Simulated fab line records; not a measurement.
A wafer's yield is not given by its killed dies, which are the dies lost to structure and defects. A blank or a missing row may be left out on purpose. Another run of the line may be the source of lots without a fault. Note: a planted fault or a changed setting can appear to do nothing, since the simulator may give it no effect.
Problem report, 8D (eight disciplines) form, completed by code ; flow n5Finfet ; the parts of the form that need people (team, actions taken, sign-off) are left out

## 1. WHAT WENT WRONG
Wafers without a fault read 1500.0 rpm, standard deviation 1; spinSpeedRpm at N5_BEOL_M11_COAT_05 reads a mean of 1471.0 rpm on 6 wafers belonging to 2 lots. Measured from the usual mean, that is -29 standard deviations.
The step: resist thk 90 nm.
Earliest sighting: wafer L807.3 on lithoTrack-03 at day 14 02:23. The record has a number at this step for 33 wafers belonging to 11 lots. Rule for "out" (also "out of limits"): further than 4 standard deviations from the usual mean. Any other wafer with a number is counted as sound.

## 2. WHAT THIS IS AND IS NOT
question;is;is not
which readings at this step;spinSpeedRpm;-
which lots;L806, L807;L794, L797, L798, L811, L812, L813, L814, L816, L817
which wafers of those lots;all that have a number;-
read on which tools;lithoTrack-03;lithoTrack-04, lithoTrack-05
when;from day 14 02:23;"up to then (9 sound wafers); but 18 sound wafers of L811, L812, L813, L814, L816, L817 came after"

## 3. WHAT RULES OUT EACH SUSPECT
Counting: any tool at a process step up to the reading is kept as a suspect provided that every lot that is out went through it and no sound lot did after the first of them.
- rieDiel-03 at N5_BEOL_M10_ETCH_41 (etches SiCN in CH3F/O2, target depth 42.6 nm, time 86 s): ruled out as a lasting fault. The sound lots L816, L817 went through it after L807, its earliest lot that is out (day 13 20:40). Because N5_BEOL_M10_ETCH_41 lacks a start for some lots, the hours and order of its lots are taken from N5_BEOL_M10_PRE_CLEAN_45.
- pvdSputter-03 at N5_BEOL_M10_PRE_CLEAN_45 (time 30 s): ruled out as a lasting fault. The sound lots L811, L813, L814, L817 went through it after L807, its earliest lot that is out (day 13 20:40).
- lithoTrack-03 at N5_BEOL_M11_COAT_05 (resist thk 90 nm): kept. It ran every lot that is out, first L807 (day 14 02:23), and no sound lot after that. Its own spinSpeedRpm readings are out on those wafers.
The count leaves lithoTrack-03 at N5_BEOL_M11_COAT_05.

## 4. THE CAUSE (what the simulator had put in)
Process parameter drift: lithoTrack-03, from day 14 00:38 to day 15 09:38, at N5_BEOL_M11_COAT_05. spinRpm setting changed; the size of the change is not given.
Only this tool survived the counting.

## 5. THE EFFECT CHAIN, in route order
Rows list readings where the struck wafers' mean (over those with a number) sits beyond 3 standard deviations from the usual. Readings are gone through only where the record gives a usual standard deviation; hours: the median, over the lots, of the time from a lot's start at the first step in this table giving one to that lot's start at this step; sigmas: the change measured in usual standard deviations.
hours;step;reading;usual;on struck wafers;change;sigmas
0;N5_BEOL_M11_COAT_05;spinSpeedRpm;1500.0 rpm;1471.0;-29.0;-29
The process steps in it:
- N5_BEOL_M11_COAT_05: resist thk 90 nm.

## 6. HOW IT WOULD HAVE BEEN CAUGHT EARLIER
In this record the first reading out of limits was taken at day 14 02:23, 2 hours after the fault began at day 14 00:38.
